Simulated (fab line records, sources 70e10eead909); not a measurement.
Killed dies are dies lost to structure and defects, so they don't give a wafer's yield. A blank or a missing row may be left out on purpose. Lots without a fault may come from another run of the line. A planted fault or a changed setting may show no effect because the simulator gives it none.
fab line records | flow nand_harc
record lots=24 wafers=72 last_day=33
route steps=1302 shown A_STAIRCASE@872 A_SGD_CUT@916 A_SLIT@936 A_SIN_REMOVE@951
lots that met no fault: from a run of the same line without faults
start_h: hours from the record's first day to the start of the lot's first wafer shown | wait_h: hours since the lot's step before | " the same as in the row above | L1.1+2: a row that stands for several wafers | - no value, or no start given | * or withheld: withheld | < > ~ a bound
route shown NAME@n: a module of which the file shows steps, and the number in the route of the first | usual: mean/standard deviation of fault-free wafers | same: alike in all rows | chamber/n: place in a boat | sites: the reading at each site | _std_site: their standard deviation | _edge_site: outer sites' mean less inner sites' | radius_mm: how far each site lies from the wafer's centre | mask NAME#n: copy n | behind: the tool/chamber that last shaped the wafer | hold: why the lot was held/for how many hours/how that ended | device: the transistor (n, p or np) that didn't switch | end of line: the same wafers' tests at the end of the route | a step without rows: its recipe alone | killed: dies lost to structure and defects at the first sort, not the wafer's yield | map: a wafer's dies, x killed, . not, _ none there
set.NAME: the setting as run; set.NAME@STEP: as run at that earlier step | model.NAME: the simulator's own value behind a step, which no gauge read
steps of the route over a sample of lots; a table a step, a row a wafer
services: from which hour (start_h, from the record's first day; less than 0 if before it) a tool's chamber was out of use, for how many hours, and why
## steps
# step NHARC_A_STAIRCASE_STRIP_446
# recipe power_w=1500 temp_c=250 chemistry=O2
# usual drypump_motor_current_A=5.59/0.27 heater_power_w=341/27 rf_refl_power_W=19/6.4
# columns lot.wafer tool chamber start_h wait_h drypump_motor_current_A heater_power_w rf_hours_counter_h rf_refl_power_W
L075.1 plasma_asher-01 1 444.38 0.1 5.67 327 21 11
L075.4 " 1 " " 5.66 334 - 11
L075.5 " 0 " " 5.38 325 - 23
L074.1 plasma_asher-01 1 446.83 0.0 5.66 332 21 -
L074.3 " 0 " " 5.36 324 - -
L074.5 " 1 " " 5.67 333 - -
L076.2 plasma_asher-01 0 449.78 0.1 5.37 330 21 25
L076.4 " 0 " " 5.36 316 - 24
L076.6 " 0 " " 5.37 327 - 25
L077.4 plasma_asher-01 0 457.28 0.1 5.35 331 - 24
L077.5 " 0 " " 5.36 323 - 24
L077.6 " 1 " " 5.69 323 - 12
L078.1 plasma_asher-01 0 466.44 0.1 5.38 313 25 24
L078.3 " 1 " " 5.68 328 - 11
L078.6 " 0 " " 5.37 317 - 24
L079.3 plasma_asher-02 1 466.63 0.1 6.14 365 - 18
L079.6 " 1 " " 6.15 361 - 18
L079.5 " 0 " " 5.37 404 - 26
L080.2 plasma_asher-02 0 480.50 0.0 5.31 408 9 -
L080.1 " 1 " " 6.13 356 9 -
L080.3 " 0 " " 5.33 403 - -
L081.2 plasma_asher-01 1 498.21 0.0 5.70 326 32 12
L081.4 " 0 " " 5.38 326 - 24
L081.5 " 1 " " 5.69 327 - 12
L082.2 plasma_asher-02 1 523.32 0.1 6.12 353 18 17
L082.5 " 0 " " 5.35 407 - 28
L082.6 " 1 " " 6.15 354 - 18
L083.1 plasma_asher-02 0 534.54 0.0 5.35 402 20 28
L083.2 " 1 " " 6.15 362 20 18
L083.5 " 0 " " 5.35 392 - 27
L084.3 plasma_asher-01 1 539.49 0.1 5.68 325 - 11
L084.4 " 0 " " 5.39 328 - 25
L084.5 " 0 " " 5.40 324 - 25
L085.2 plasma_asher-01 0 540.62 0.0 5.35 322 3 24
L085.1 " 1 " " 5.66 322 3 13
L085.3 " 0 " " 5.36 332 - 24
L086.1 plasma_asher-01 1 550.61 0.0 5.69 322 5 11
L086.4 " 1 " " 5.69 326 - 11
L086.3 " 0 " " 5.38 328 - 25
L088.1 plasma_asher-01 1 573.37 0.0 5.67 319 10 12
L088.4 " 1 " " 5.67 319 - 12
L088.5 " 1 " " 5.68 327 - 12
L087.2 plasma_asher-02 1 579.43 0.1 6.12 357 31 -
L087.3 " 0 " " 5.35 401 - -
L087.5 " 0 " " 5.31 411 - -
L089.2 plasma_asher-02 1 591.24 0.0 6.16 363 33 18
L089.4 " 1 " " 6.12 350 - 18
L089.5 " 0 " " 5.32 406 - 26
L091.2 plasma_asher-01 1 605.52 0.1 5.67 326 18 -
L091.4 " 1 " " 5.70 324 - -
L091.5 " 1 " " 5.69 318 - -
L090.4 plasma_asher-01 1 605.88 0.2 5.67 322 - -
L090.5 " 0 " " 5.36 323 - -
L090.6 " 1 " " 5.68 321 - -
L092.2 plasma_asher-01 0 616.80 0.0 5.36 321 20 24
L092.1 " 1 " " 5.67 327 20 13
L092.3 " 0 " " 5.36 330 - 25
L093.3 plasma_asher-02 0 616.88 0.1 5.34 398 - 27
L093.4 " 1 " " 6.13 336 - 18
L093.6 " 1 " " 6.15 340 - 18
L094.2 plasma_asher-01 0 633.34 0.2 5.38 337 23 24
L094.6 " 0 " " 5.37 329 - 25
L094.5 " 1 " " 5.69 334 - 12
L095.2 plasma_asher-01 1 643.28 0.1 5.69 325 25 12
L095.4 " 0 " " 5.36 333 - 25
L095.5 " 0 " " 5.38 335 - 25
L096.1 plasma_asher-01 0 644.04 0.1 5.36 327 25 24
L096.3 " 1 " " 5.70 325 - 10
L096.4 " 0 " " 5.37 326 - 23
L097.2 plasma_asher-01 0 667.20 0.1 5.36 316 29 -
L097.4 " 1 " " 5.68 319 - -
L097.6 " 0 " " 5.40 329 - -
# step NHARC_A_STAIRCASE_DEP_471
# recipe target_thk_a=1000 temp_c=400 pressure_torr=6.5 rf_w=900 teos_flow_sccm=161.4 flow_sccm=2650 target_thk_nm=100 gas=O2 material=SiO2
# usual heater_power_w=513/78 throttle_valve_pct=15.9/0.46
# columns lot.wafer tool chamber start_h wait_h heater_power_w throttle_valve_pct
L075.1 pecvd-02 2 446.46 - 555 15.8
L075.4 " 1 " " 453 15.6
L075.5 " 2 " " 558 15.9
L074.1 pecvd-03 2 448.96 - 616 15.8
L074.3 " 1 " " 501 16.7
L074.5 " 1 " " 514 16.7
L076.2 pecvd-03 2 451.79 - 666 15.6
L076.6 " 1 " " 402 16.7
L076.4 " 0 " " 473 16.1
L077.4 pecvd-03 1 459.31 - 496 16.7
L077.6 " 2 " " 623 15.8
L077.5 " 0 " " 472 15.8
L078.3 pecvd-02 2 468.50 - 506 16.0
L078.1 " 0 " " 609 15.9
L078.6 " 1 " " 475 15.3
L079.3 pecvd-03 1 468.67 - 480 16.6
L079.5 " 1 " " 474 16.8
L079.6 " 0 " " 403 16.0
L080.3 pecvd-02 1 482.55 - 356 15.8
L080.2 " 2 " " 498 16.1
L080.1 " 0 " " 613 16.0
L081.2 pecvd-02 1 500.22 - 462 15.3
L081.5 " 1 " " 466 15.4
L081.4 " 2 " " 588 15.9
L082.2 pecvd-01 2 525.31 - 442 15.5
L082.6 " 0 " " 473 15.8
L082.5 " 2 " " 457 15.8
L083.2 pecvd-02 0 536.87 - 555 16.0
L083.1 " 1 " " 357 15.4
L083.5 " 0 " " 572 15.9
L084.3 pecvd-03 2 541.43 - 567 16.0
L084.5 " 0 " " 540 16.1
L084.4 " 2 " " 560 16.1
L085.2 pecvd-02 0 542.60 - 631 16.0
L085.1 " 1 " " 397 15.5
L085.3 " 2 " " 446 16.2
L086.1 pecvd-01 0 552.90 - 567 16.1
L086.3 " 2 " " 495 15.2
L086.4 " 0 " " 570 16.1
L088.1 pecvd-01 2 575.39 - 466 15.7
L088.4 " 1 " " 531 15.1
L088.5 " 2 " " 470 15.7
L087.3 pecvd-03 2 581.58 - 614 15.7
L087.2 " 0 " " 501 15.2
L087.5 " 2 " " 644 15.8
L089.2 pecvd-03 1 593.45 - 394 16.6
L089.5 " 2 " " 597 16.0
L089.4 " 0 " " 531 15.4
L091.2 pecvd-03 1 607.48 - 436 16.5
L091.5 " 2 " " 594 15.7
L091.4 " 1 " " 432 16.6
L090.4 pecvd-01 1 607.80 - 587 15.3
L090.6 " 2 " " 409 15.7
L090.5 " 0 " " 594 15.9
L093.3 pecvd-02 2 618.80 - 488 16.1
L093.4 " 2 " " 494 16.3
L093.6 " 0 " " 658 15.9
L092.1 pecvd-01 0 618.87 - 494 15.9
L092.3 " 1 " " 557 15.4
L092.2 " 2 " " 492 15.6
L094.2 pecvd-03 1 635.72 - 421 16.8
L094.6 " 1 " " 422 16.6
L094.5 " 2 " " 684 16.0
L095.2 pecvd-03 2 645.21 - 643 16.0
L095.5 " 2 " " 638 15.9
L095.4 " 1 " " 415 16.7
L096.1 pecvd-01 2 646.09 - 503 15.6
L096.3 " 0 " " 581 16.1
L096.4 " 2 " " 498 15.8
L097.2 pecvd-02 1 669.27 - 441 15.9
L097.4 " 0 " " 626 15.8
L097.6 " 2 " " 501 16.5
# step NHARC_A_SGD_CUT_THK_MEAS_22
# recipe thk_meas_gauge=ellipsometry
# usual thk_nm=148.2/1.4
# columns lot.wafer tool chamber start_h wait_h thk_nm
L075.1 film_metro-01 - 453.97 0.2 146.0
L075.4 " - " " 148.8
L075.5 " - " " 151.2
L076.2 film_metro-02 - 457.05 0.2 147.0
L076.4 " - " " 149.9
L076.6 " - " " 149.2
L074.1 film_metro-01 - 457.06 0.2 147.8
L074.3 " - " " 150.1
L074.5 " - " " 148.7
L077.4 film_metro-02 - 467.24 0.2 145.6
L077.5 " - " " 147.3
L077.6 " - " " 147.9
L078.1 film_metro-01 - 476.22 0.2 148.8
L078.3 " - " " 148.4
L078.6 " - " " 147.8
L079.3 film_metro-02 - 476.23 0.2 148.1
L079.5 " - " " 150.1
L079.6 " - " " 149.1
L080.1 film_metro-01 - 490.47 0.2 146.6
L080.2 " - " " 146.4
L080.3 " - " " 148.6
L081.2 film_metro-01 - 509.46 0.2 147.7
L081.4 " - " " 147.6
L081.5 " - " " 148.1
L082.2 film_metro-02 - 534.23 0.2 147.9
L082.5 " - " " 149.1
L082.6 " - " " 152.0
L083.1 film_metro-01 - 544.72 0.2 148.3
L083.2 " - " " 149.4
L083.5 " - " " 148.3
L085.1 film_metro-01 - 549.01 0.2 147.8
L085.2 " - " " 148.2
L085.3 " - " " 146.7
L084.3 film_metro-02 - 549.02 0.2 148.1
L084.4 " - " " 146.3
L084.5 " - " " 146.8
L086.1 film_metro-01 - 560.38 0.2 149.4
L086.3 " - " " 145.8
L086.4 " - " " 147.6
L088.1 film_metro-01 - 583.41 0.2 147.6
L088.4 " - " " 148.7
L088.5 " - " " 145.8
L087.2 film_metro-02 - 590.84 0.2 150.0
L087.3 " - " " 145.3
L087.5 " - " " 149.9
L089.2 film_metro-02 - 600.98 0.2 147.3
L089.4 " - " " 148.7
L089.5 " - " " 148.5
L091.2 film_metro-02 - 615.18 0.2 149.6
L091.4 " - " " 148.3
L091.5 " - " " 151.0
L090.4 film_metro-01 - 615.19 0.2 145.1
L090.5 " - " " 146.8
L090.6 " - " " 147.9
L092.1 film_metro-01 - 628.47 0.2 148.2
L092.2 " - " " 146.3
L092.3 " - " " 148.6
L093.3 film_metro-02 - 628.48 0.2 147.5
L093.4 " - " " 149.2
L093.6 " - " " 146.7
L094.2 film_metro-02 - 644.76 0.2 149.0
L094.5 " - " " 148.3
L094.6 " - " " 150.0
L095.2 film_metro-01 - 656.09 0.2 149.8
L095.4 " - " " 149.1
L095.5 " - " " 147.1
L096.1 film_metro-02 - 656.12 0.2 147.3
L096.3 " - " " 151.0
L096.4 " - " " 148.1
L097.2 film_metro-02 - 678.65 0.2 149.8
L097.4 " - " " 148.6
L097.6 " - " " 147.2
# step NHARC_A_SGD_CUT_ETCHBACK_24
# recipe target_depth_a=500 over_etch_frac=0.3 time_s=92.857 ion_energy_ev=120 ch3f_flow_sccm=50 o2_flow_sccm=30 ar_flow_sccm=200 rf_w=500 bias_w=100 chemistry=CH3F/O2
# usual bias_w=100.0/0.32 drypump_motor_current_A=5.9/0.46 oes_product_au=0.96/0.034 rf_vpp_V=244.6/1.8 showerhead_plenum_p_Torr=2.48/0.11 throttle_valve_pct=20.664/0.0096
# columns lot.wafer tool chamber start_h wait_h bias_w drypump_motor_current_A oes_product_au rf_hours_counter_h rf_vpp_V showerhead_plenum_p_Torr throttle_valve_pct
L075.4 rie_diel-11 1 454.21 0.2 99.6 5.5 1.02 1 241.7 2.30 20.668
L075.1 " 3 " " 99.8 6.4 1.00 1 244.1 2.40 20.670
L075.5 " 0 " " 100.0 5.4 1.00 - 245.2 2.51 20.656
L076.2 rie_diel-13 1 457.27 0.1 100.2 6.3 1.00 2 244.0 2.50 20.641
L076.6 " 1 " " 100.3 6.3 1.00 - 244.4 2.50 20.660
L076.4 " 2 " " 99.7 5.5 0.99 - 241.6 2.29 20.667
L074.1 rie_diel-11 0 457.31 0.2 100.0 5.4 1.00 2 246.2 2.51 20.671
L074.3 " 1 " " 99.7 5.5 1.02 2 241.8 2.30 20.663
L074.5 " 3 " " 100.4 6.4 1.00 - 242.0 2.40 20.680
L077.4 rie_diel-11 3 467.47 0.1 100.2 6.4 0.92 3 242.8 2.40 20.673
L077.5 " 3 " " 99.8 6.4 0.93 - 242.9 2.39 20.678
L077.6 " 0 " " 99.9 5.4 0.94 - 244.2 2.51 20.668
L078.3 rie_diel-13 0 476.44 0.1 99.7 5.4 0.94 10 244.4 2.38 20.671
L078.1 " 1 " " 99.9 6.3 0.93 4 246.4 2.50 20.663
L078.6 " 0 " " 100.0 5.4 0.94 - 243.2 2.38 20.654
L079.3 rie_diel-09 1 476.47 0.2 99.8 6.3 0.93 7 244.8 2.49 20.662
L079.5 " 0 " " 100.3 6.1 0.93 - 243.3 2.40 20.682
L079.6 " 1 " " 100.3 6.3 0.93 - 245.0 2.49 20.661
L080.3 rie_diel-11 2 490.70 0.1 100.1 4.8 0.93 4 243.5 2.47 20.673
L080.1 " 0 " " 99.9 5.4 0.92 5 244.6 2.51 20.657
L080.2 " 1 " " 99.8 5.5 0.93 4 242.1 2.30 20.662
L081.2 rie_diel-09 0 509.69 0.1 99.4 6.1 0.97 0 243.3 2.40 20.669
L081.5 " 0 " " 100.2 6.1 0.98 - 243.2 2.40 20.665
L081.4 " 2 " " 99.9 6.1 0.99 - 246.7 2.63 20.648
L082.2 rie_diel-09 1 534.49 0.2 100.0 6.3 0.93 1 243.7 2.49 20.660
L082.5 " 2 " " 100.0 6.1 0.92 - 246.3 2.63 20.652
L082.6 " 3 " " 100.0 5.9 0.93 - 246.8 2.64 20.674
L083.1 rie_diel-09 3 544.94 0.1 99.3 5.9 1.00 2 246.1 2.64 20.673
L083.2 " 2 " " 100.3 6.0 0.99 2 246.3 2.63 20.665
L083.5 " 3 " " 99.8 5.9 0.99 - 246.6 2.64 20.657
L084.3 rie_diel-09 1 549.24 0.2 99.8 6.3 0.94 2 243.8 2.49 20.680
L084.4 " 0 " " 100.7 6.1 0.90 2 243.3 2.40 20.654
L084.5 " 2 " " 99.8 6.0 0.92 - 246.4 2.63 20.681
L085.3 rie_diel-13 0 549.25 0.1 100.1 5.4 0.95 1 243.0 2.38 20.660
L085.1 " 1 " " 100.0 6.3 0.94 2 245.0 2.50 20.656
L085.2 " 2 " " 100.0 5.4 0.93 2 242.8 2.28 20.677
L086.1 rie_diel-11 3 560.60 0.1 100.4 6.4 0.94 10 242.5 2.39 20.670
L086.4 " 1 " " 100.3 5.5 0.95 10 243.0 2.29 20.677
L086.3 " 2 " " 99.9 4.8 0.94 10 243.1 2.47 20.673
L088.4 rie_diel-09 3 583.63 0.1 100.0 5.9 0.97 4 248.0 2.64 20.666
L088.1 " 1 " " 99.9 6.3 0.96 3 245.5 2.49 20.652
L088.5 " 3 " " 99.9 5.9 0.97 - 247.4 2.64 20.644
L087.2 rie_diel-11 0 591.09 0.2 99.9 5.4 0.93 14 245.0 2.50 20.673
L087.3 " 2 " " 99.3 4.8 0.92 13 243.4 2.46 20.647
L087.5 " 3 " " 99.7 6.4 0.93 - 242.8 2.39 20.652
L089.2 rie_diel-09 3 601.26 0.1 100.2 5.9 1.00 5 247.1 2.64 20.666
L089.4 " 2 " " 99.3 6.1 0.99 5 247.4 2.63 20.651
L089.5 " 3 " " 99.8 5.9 1.00 - 248.5 2.64 20.661
L091.2 rie_diel-09 2 615.40 0.2 100.1 6.0 0.99 6 247.3 2.62 20.658
L091.4 " 0 " " 99.9 6.1 0.99 5 242.6 2.40 20.678
L091.5 " 3 " " 99.4 5.9 0.99 - 246.6 2.64 20.655
L090.4 rie_diel-13 2 615.41 0.1 99.3 5.4 0.99 6 242.1 2.28 20.677
L090.5 " 2 " " 99.4 5.4 0.99 - 244.4 2.28 20.638
L090.6 " 3 " " 100.0 6.3 0.99 - 246.2 2.60 20.660
L092.1 rie_diel-13 3 628.70 0.1 99.9 6.3 0.98 7 245.6 2.60 20.655
L092.3 " 0 " " 99.5 5.4 1.00 6 242.7 2.38 20.667
L092.2 " 1 " " 100.4 6.4 0.99 8 245.7 2.49 20.662
L093.3 rie_diel-11 2 628.70 0.1 100.3 4.8 0.99 1 244.8 2.46 20.654
L093.4 " 0 " " 99.6 5.4 1.01 1 245.1 2.50 20.677
L093.6 " 2 " " 99.9 4.8 0.99 - 245.5 2.46 20.658
L094.2 rie_diel-09 1 644.99 0.1 99.5 6.3 1.01 6 245.4 2.49 20.654
L094.5 " 1 " " 99.8 6.3 1.01 - 244.3 2.49 20.636
L094.6 " 2 " " 100.0 6.0 0.99 - 245.5 2.62 20.656
L096.1 rie_diel-09 0 656.34 0.1 100.0 6.0 0.98 7 244.3 2.40 20.667
L096.4 " 1 " " 100.4 6.3 0.99 7 247.3 2.49 20.673
L096.3 " 3 " " 100.3 5.9 0.98 7 245.0 2.64 20.646
L095.2 rie_diel-13 3 656.39 0.2 100.2 6.3 0.91 9 246.5 2.60 20.654
L095.4 " 0 " " 100.0 5.4 0.93 8 241.1 2.38 20.669
L095.5 " 2 " " 100.2 5.4 0.92 - 241.0 2.28 20.670
L097.4 rie_diel-13 1 678.91 0.2 100.1 6.4 0.93 12 244.7 2.49 20.678
L097.2 " 3 " " 100.2 6.3 0.91 10 247.3 2.60 20.672
L097.6 " 1 " " 99.8 6.4 0.94 - 242.7 2.49 20.660
# step NHARC_A_SLIT_DESCUM_14
# recipe time_s=3 o2_flow_sccm=200 ar_flow_sccm=0 bias_power_w=0 chemistry=O2
# usual drypump_motor_current_A=5.6/0.42 oes_product_au=0.999/0.011 rf_vpp_V=57.8/0.9 showerhead_plenum_p_Torr=1.91/0.079 throttle_valve_pct=11.312/0.0087
# columns lot.wafer tool chamber start_h wait_h drypump_motor_current_A oes_product_au rf_hours_counter_h rf_vpp_V showerhead_plenum_p_Torr throttle_valve_pct
L075.4 rie_diel-10 2 460.02 0.1 4.8 0.996 0 58.1 2.03 11.320
L075.1 " 3 " " 5.7 1.019 0 56.3 1.80 11.305
L075.5 " 1 " " 5.9 0.998 - 58.5 1.95 11.302
L074.1 rie_diel-02 1 466.79 0.1 5.0 0.998 4 57.3 1.84 11.312
L074.3 " 2 " " 5.4 0.991 4 59.5 1.93 11.326
L074.5 " 2 " " 5.4 0.983 - 59.1 1.93 11.312
L076.4 rie_diel-10 1 467.46 0.1 5.8 1.004 1 58.7 1.95 11.316
L076.2 " 3 " " 5.7 1.029 1 57.8 1.80 11.294
L076.6 " 2 " " 4.7 1.004 - 59.2 2.03 11.307
L077.4 rie_diel-02 1 474.31 0.1 5.0 1.009 5 57.8 1.84 11.319
L077.5 " 2 " " 5.4 0.995 - 57.7 1.93 11.304
L077.6 " 3 " " 6.0 1.001 - 58.3 1.95 11.331
L078.1 rie_diel-02 3 481.61 0.1 6.0 0.998 7 57.7 1.95 11.310
L078.3 " 2 " " 5.4 0.986 6 59.1 1.93 11.305
L078.6 " 3 " " 6.0 0.990 - 58.2 1.95 11.317
L079.3 rie_diel-02 3 485.27 0.1 6.0 0.994 8 58.3 1.95 11.313
L079.5 " 1 " " 5.0 0.996 - 58.9 1.84 11.309
L079.6 " 2 " " 5.4 1.000 - 59.6 1.93 11.303
L080.1 rie_diel-02 0 497.55 0.1 5.8 1.001 8 56.4 1.90 11.322
L080.2 " 1 " " 5.0 0.994 6 56.9 1.84 11.297
L080.3 " 3 " " 6.0 0.995 9 57.6 1.95 11.300
L081.2 rie_diel-07 2 516.41 0.1 5.5 1.019 3 59.3 2.04 11.311
L081.4 " 0 " " 6.0 0.995 3 56.2 1.93 11.306
L081.5 " 2 " " 5.5 1.009 - 59.5 2.04 11.318
L082.2 rie_diel-02 1 540.72 0.1 5.0 0.994 8 57.9 1.84 11.315
L082.6 " 0 " " 5.8 0.995 - 58.8 1.90 11.321
L082.5 " 1 " " 5.0 0.978 - 56.4 1.84 11.311
L083.2 rie_diel-02 3 550.25 0.1 6.0 0.992 12 56.8 1.95 11.308
L083.1 " 1 " " 5.0 0.991 9 58.0 1.84 11.306
L083.5 " 3 " " 6.0 0.979 - 60.1 1.95 11.316
L084.3 rie_diel-10 3 554.52 0.1 5.7 1.020 4 57.4 1.80 11.318
L084.4 " 1 " " 5.8 1.012 4 56.9 1.95 11.307
L084.5 " 0 " " 5.8 1.027 - 58.1 1.78 11.310
L085.2 rie_diel-07 1 554.70 0.1 5.9 0.992 5 58.6 2.05 11.314
L085.3 " 2 " " 5.5 1.007 5 59.0 2.04 11.303
L085.1 " 3 " " 6.2 1.014 4 56.1 1.82 11.293
L086.3 rie_diel-02 1 567.47 0.1 5.0 1.011 10 58.4 1.84 11.311
L086.4 " 2 " " 5.4 1.000 12 58.2 1.92 11.323
L086.1 " 3 " " 6.0 0.984 13 57.5 1.95 11.318
L088.1 rie_diel-02 1 589.66 0.1 5.0 1.000 1 59.5 1.84 11.319
L088.5 " 1 " " 5.0 0.998 - 57.2 1.84 11.315
L088.4 " 3 " " 6.0 1.003 - 58.9 1.95 11.311
L087.3 rie_diel-02 3 599.78 0.1 6.0 1.003 2 59.2 1.95 11.307
L087.2 " 0 " " 5.8 1.009 2 58.4 1.90 11.323
L087.5 " 1 " " 5.0 0.997 - 57.3 1.84 11.317
L089.4 rie_diel-10 2 607.23 0.1 4.8 1.003 0 58.6 2.03 11.311
L089.2 " 0 " " 5.8 1.003 0 57.6 1.78 11.317
L089.5 " 2 " " 4.8 1.008 - 58.9 2.03 11.314
L091.2 rie_diel-02 3 622.08 0.1 6.0 0.992 4 57.6 1.95 11.300
L091.5 " 3 " " 6.0 1.000 - 57.3 1.94 11.321
L091.4 " 1 " " 5.0 0.994 - 58.2 1.84 11.321
L090.4 rie_diel-10 0 623.60 0.1 5.8 0.989 1 56.9 1.78 11.296
L090.5 " 0 " " 5.8 0.989 - 57.2 1.78 11.298
L090.6 " 1 " " 5.8 1.003 - 56.6 1.95 11.304
L093.3 rie_diel-10 0 634.01 0.1 5.9 0.992 2 56.5 1.78 11.304
L093.4 " 1 " " 5.8 1.005 2 57.6 1.95 11.309
L093.6 " 0 " " 5.9 0.997 - 56.3 1.78 11.307
L092.1 rie_diel-07 0 634.18 0.1 6.1 0.987 9 58.0 1.93 11.291
L092.3 " 1 " " 5.9 0.977 9 57.7 2.05 11.309
L092.2 " 3 " " 6.2 0.983 9 56.8 1.82 11.316
L094.2 rie_diel-10 2 650.81 0.1 4.8 0.996 3 58.9 2.03 11.305
L094.5 " 1 " " 5.8 1.002 - 58.0 1.95 11.314
L094.6 " 2 " " 4.8 0.997 - 57.3 2.03 11.314
L096.4 rie_diel-02 3 662.46 0.1 6.0 1.002 8 58.9 1.94 11.317
L096.3 " 1 " " 5.0 0.999 8 57.7 1.84 11.314
L096.1 " 2 " " 5.4 1.010 1 58.1 1.92 11.303
L095.4 rie_diel-07 1 663.70 0.1 5.9 0.993 0 58.9 2.05 11.291
L095.2 " 2 " " 5.5 1.008 0 58.0 2.04 11.317
L095.5 " 1 " " 5.9 0.986 - 57.8 2.05 11.318
L097.4 rie_diel-02 2 684.38 0.1 5.4 0.986 2 57.6 1.92 11.328
L097.2 " 1 " " 5.0 0.986 10 57.8 1.84 11.313
L097.6 " 3 " " 6.0 0.993 - 57.4 1.94 11.311
# step NHARC_A_SIN_REMOVE_INSPECT_04
# usual raw_defect_count=394/100
# columns lot.wafer tool chamber start_h wait_h raw_defect_count
L075.1 defect_inspect-01 - 472.71 0.0 1044
L075.4 " - " " 481
L075.5 " - " " 546
L074.1 defect_inspect-01 - 480.89 0.0 436
L074.3 " - " " 530
L074.5 " - " " 352
L076.2 defect_inspect-01 - 484.66 0.0 304
L076.4 " - " " 324
L076.6 " - " " 334
L077.4 defect_inspect-01 - 487.24 0.0 443
L077.5 " - " " 310
L077.6 " - " " 389
L078.1 defect_inspect-02 - 495.18 0.0 359
L078.3 " - " " 419
L078.6 " - " " 643
L079.3 defect_inspect-01 - 498.24 0.0 331
L079.5 " - " " 222
L079.6 " - " " 345
L080.1 defect_inspect-02 - 510.42 0.0 244
L080.2 " - " " 343
L080.3 " - " " 333
L081.2 defect_inspect-01 - 530.15 0.0 590
L081.4 " - " " 455
L081.5 " - " " 419
L082.2 defect_inspect-01 - 555.16 0.0 526
L082.5 " - " " 397
L082.6 " - " " 415
L083.1 defect_inspect-02 - 563.15 0.0 479
L083.2 " - " " 624
L083.5 " - " " 401
L084.3 defect_inspect-01 - 567.45 0.0 342
L084.4 " - " " 393
L084.5 " - " " 337
L085.1 defect_inspect-02 - 567.45 0.0 368
L085.2 " - " " 388
L085.3 " - " " 398
L086.1 defect_inspect-01 - 581.91 0.0 294
L086.3 " - " " 311
L086.4 " - " " 310
L088.1 defect_inspect-02 - 603.18 0.0 359
L088.4 " - " " 283
L088.5 " - " " 322
L087.2 defect_inspect-02 - 613.29 0.0 479
L087.3 " - " " 374
L087.5 " - " " 400
L089.2 defect_inspect-02 - 620.18 0.0 447
L089.4 " - " " 368
L089.5 " - " " 474
L091.2 defect_inspect-01 - 635.35 0.0 330
L091.4 " - " " 476
L091.5 " - " " 307
L090.4 defect_inspect-02 - 635.39 0.0 409
L090.5 " - " " 337
L090.6 " - " " 467
L092.1 defect_inspect-01 - 650.59 0.0 270
L092.2 " - " " 363
L092.3 " - " " 336
L093.3 defect_inspect-02 - 650.59 0.0 403
L093.4 " - " " 384
L093.6 " - " " 427
L094.2 defect_inspect-02 - 667.51 0.0 402
L094.5 " - " " 328
L094.6 " - " " 416
L096.1 defect_inspect-01 - 675.50 0.0 364
L096.3 " - " " 268
L096.4 " - " " 306
L095.2 defect_inspect-02 - 680.43 0.0 349
L095.4 " - " " 292
L095.5 " - " " 336
L097.2 defect_inspect-02 - 697.31 0.0 340
L097.4 " - " " 356
L097.6 " - " " 366
## services
# columns tool chamber start_h hours kind
rie_diel-10 - 423.84 1.0 repair
plasma_asher-02 - 426.00 9.0 pm
rie_diel-11 - 432.50 9.0 pm
rie_diel-13 - 440.38 0.2 repair
rie_diel-13 2 443.77 1.6 repair
plasma_asher-02 - 450.10 0.8 repair
rie_diel-13 3 452.45 5.7 repair
rie_diel-09 2 484.29 3.2 repair
rie_diel-09 2 489.80 1.5 repair
pecvd-02 - 493.86 0.6 repair
rie_diel-09 - 497.10 9.0 pm
rie_diel-13 1 511.75 4.6 repair
rie_diel-02 - 516.31 0.5 repair
plasma_asher-01 - 519.00 9.0 pm
rie_diel-13 - 519.29 9.0 pm
pecvd-03 2 542.28 12.3 repair
pecvd-03 - 547.17 13.0 pm
rie_diel-02 - 570.72 9.0 pm
rie_diel-02 2 583.25 54.1 repair
pecvd-02 - 589.13 13.0 pm
rie_diel-09 0 641.39 4.7 repair
pecvd-03 - 659.68 0.3 repair
pecvd-03 - 670.45 1.5 repair
rie_diel-09 - 674.10 9.0 pm
## key
fault none
